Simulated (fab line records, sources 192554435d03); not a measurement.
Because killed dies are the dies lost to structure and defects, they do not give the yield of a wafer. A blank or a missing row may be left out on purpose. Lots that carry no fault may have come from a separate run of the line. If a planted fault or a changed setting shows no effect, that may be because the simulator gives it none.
Matching of chambers + flow n5Finfet + N5_BEOL_M3_ETCH_74 on rieDiel-02 has 4 sister chambers
The step etches underlayer in N2/H2, target depth 6.5 nm, time 5.2 s. 4 wafers are shown with their chamber, then 7 later ones without.

## EACH WAFER AND ITS CHAMBER
| wafer  | chamber | showerheadPlenumPTorr (Torr) |
|--------|---------|------------------------------|
| L081.5 | 3       | 2.61                         |
| L081.6 | 0       | 2.66                         |
| L091.1 | 2       | 2.46                         |
| L091.2 | 1       | 2.50                         |

## WAFERS WITHOUT THEIR CHAMBER
| wafer  | showerheadPlenumPTorr (Torr) |
|--------|------------------------------|
| L091.3 | 2.65                         |
| L093.1 | 2.49                         |
| L093.5 | 2.65                         |
| L093.6 | 2.60                         |
| L096.1 | 2.45                         |
| L096.3 | 2.60                         |
| L096.6 | 2.49                         |

## EACH ONE'S CHAMBER
| wafer  | from the rows above | in truth |
|--------|---------------------|----------|
| L091.3 | 0                   | 0        |
| L093.1 | 1                   | 1        |
| L093.5 | 0                   | 0        |
| L093.6 | 3                   | 3        |
| L096.1 | 2                   | 2        |
| L096.3 | 3                   | 3        |
| L096.6 | 1                   | 1        |
Correct placement for 7 of the 7. Can't be placed from these rows: 0. Number placed wrongly: 0.
How it was worked out, from the rows above alone: a wafer's distance from a chamber is the root of the sum, over the readings, of the square of ((its reading less the chamber's mean) divided by the reading's scatter). If the next closest chamber is less than 2 further off than the closest, the wafer can't be placed; otherwise it belongs to the closest. For every chamber, the mean is computed from those of its wafers that are shown. The scatter (one wafer shown for each chamber): square how far every hidden wafer sits from the nearest shown wafer, average those squares and take the square root.
